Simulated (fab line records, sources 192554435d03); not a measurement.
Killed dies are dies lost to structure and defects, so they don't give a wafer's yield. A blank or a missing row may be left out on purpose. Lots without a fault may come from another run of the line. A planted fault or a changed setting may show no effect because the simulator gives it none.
Which tool did it? | flow n5_finfet | 12 lots, 36 wafers sampled, at 6 steps of a route of 1938

WHAT THE GAUGES READ, wafer by wafer
N5_BEOL_M6_THK_MEAS_01.
lot  | measured     | on            | M6_ILD_THK (nm)
L075 | day 8 18:15  | film_metro-02 | 152.9 153.5 156.9
L077 | day 8 22:14  | film_metro-02 | 150.5 155.9 154.1
L079 | day 9 16:44  | film_metro-01 | 155.3 155.1 158.1
L081 | day 10 00:38 | film_metro-01 | 153.2 153.3 155.0
L084 | day 10 21:34 | film_metro-01 | 152.5 154.7 157.3
L085 | day 10 23:46 | film_metro-02 | 153.9 157.2 157.8
L088 | day 11 22:21 | film_metro-02 | 152.0 155.8 157.7
L089 | day 12 03:24 | film_metro-01 | 155.9 158.3 155.0
L091 | day 13 14:49 | film_metro-02 | 155.3 152.3 154.3
L093 | day 13 08:16 | film_metro-02 | 156.9 158.4 155.9
L095 | day 14 00:35 | film_metro-02 | 152.9 156.2 156.1
L097 | day 14 22:07 | film_metro-01 | 152.4 153.2 155.0

WHICH TOOL RAN EACH LOT (tool, then ch and the chambers of the sampled wafers, then the start)
lot  | N5_BEOL_M5_CURE_80            | N5_BEOL_M5_SURFACE_TREAT_87  | N5_BEOL_M5_SPUTTER_81        | N5_BEOL_M5_CO_CAP_78             | N5_BEOL_M6_CURE_74
L075 | uv_cure-02 ch 1, day 8 11:22  | pvd_sputter-03, day 8 11:58  | pvd_sputter-01, day 8 13:16  | cvd_co-02 ch 0,1,2, day 8 17:25  | uv_cure-02 ch 1, day 8 17:49
L077 | uv_cure-01 ch 0, day 8 14:31  | pvd_sputter-02, day 8 15:50  | pvd_sputter-02, day 8 17:08  | cvd_co-01 ch 1,2, day 8 21:25    | uv_cure-02 ch 1, day 8 21:48
L079 | uv_cure-03 ch 2, day 9 07:23  | pvd_sputter-03, day 9 08:02  | pvd_sputter-03, day 9 11:10  | cvd_co-02 ch 0,1,2, day 9 15:25  | uv_cure-01 ch 1, day 9 15:54
L081 | uv_cure-01 ch 0, day 9 15:03  | pvd_sputter-03, day 9 17:49  | pvd_sputter-03, day 9 19:11  | cvd_co-01 ch 1,2, day 9 23:20    | uv_cure-03 ch 2, day 9 23:48
L084 | uv_cure-03 ch 1, day 10 11:20 | pvd_sputter-02, day 10 12:20 | pvd_sputter-03, day 10 16:37 | cvd_co-01 ch 0,1, day 10 20:45   | uv_cure-01 ch 2, day 10 21:04
L085 | uv_cure-01 ch 0, day 10 16:33 | pvd_sputter-02, day 10 17:19 | pvd_sputter-02, day 10 18:41 | cvd_co-01 ch 0,2, day 10 22:56   | uv_cure-01 ch 1, day 10 23:20
L088 | uv_cure-03 ch 2, day 11 15:07 | pvd_sputter-03, day 11 15:58 | pvd_sputter-02, day 11 17:23 | cvd_co-01 ch 0,2, day 11 21:32   | uv_cure-03 ch 1, day 11 22:00
L089 | uv_cure-03 ch 0, day 11 20:23 | pvd_sputter-02, day 11 21:05 | pvd_sputter-02, day 11 22:25 | cvd_co-01 ch 0,1,2, day 12 02:36 | uv_cure-01 ch 0, day 12 03:07
L091 | uv_cure-03 ch 1, day 12 11:56 | pvd_sputter-02, day 12 12:42 | pvd_sputter-02, day 12 14:11 | cvd_co-02 ch 1,2, day 13 13:58   | uv_cure-01 ch 0, day 13 14:19
L093 | uv_cure-02 ch 2, day 12 21:22 | pvd_sputter-03, day 12 22:11 | pvd_sputter-01, day 12 23:31 | cvd_co-01 ch 0,1,2, day 13 06:57 | uv_cure-03 ch 2, day 13 07:25
L095 | uv_cure-03 ch 2, day 13 16:29 | pvd_sputter-03, day 13 17:35 | pvd_sputter-01, day 13 19:20 | cvd_co-01 ch 1,2, day 13 23:44   | uv_cure-01 ch 0, day 14 00:04
L097 | uv_cure-01 ch 1, day 14 14:14 | pvd_sputter-03, day 14 15:03 | pvd_sputter-02, day 14 16:33 | cvd_co-02 ch 0,2, day 14 20:47   | uv_cure-02 ch 2, day 14 21:06
- N5_BEOL_M5_CURE_80: cures SiCOH lowk, time 120 s.
- N5_BEOL_M5_SURFACE_TREAT_87
- N5_BEOL_M5_SPUTTER_81: material Cu, target thk 15 nm, time 27.62 s.
- N5_BEOL_M5_CO_CAP_78: material Co, precursor CCTBA/H2, target thk 2 nm, time 102.1 s.
- N5_BEOL_M6_CURE_74: cures SiCOH lowk, time 240 s.

THE ANSWER, worked out from the rows above alone
Rule: what is usual is taken from the lots themselves. Put in order of their means at a reading, lots are off if they are a third of the lots or fewer, leave a main group of 4 or more, and stand apart from it by a gap of 3 or more times the standard deviation of the main group's means; of several such gaps the widest counts. A main group whose means are all the same, to the digits that the tables above print for the reading, isn't used. A lot without any number at a reading at which 4 lots or more have one is off too. The other lots that the step has rows for count as sound.
No lot is off at any reading shown: from this, nothing can be told.

WHAT THE SIMULATOR HAD PUT IN
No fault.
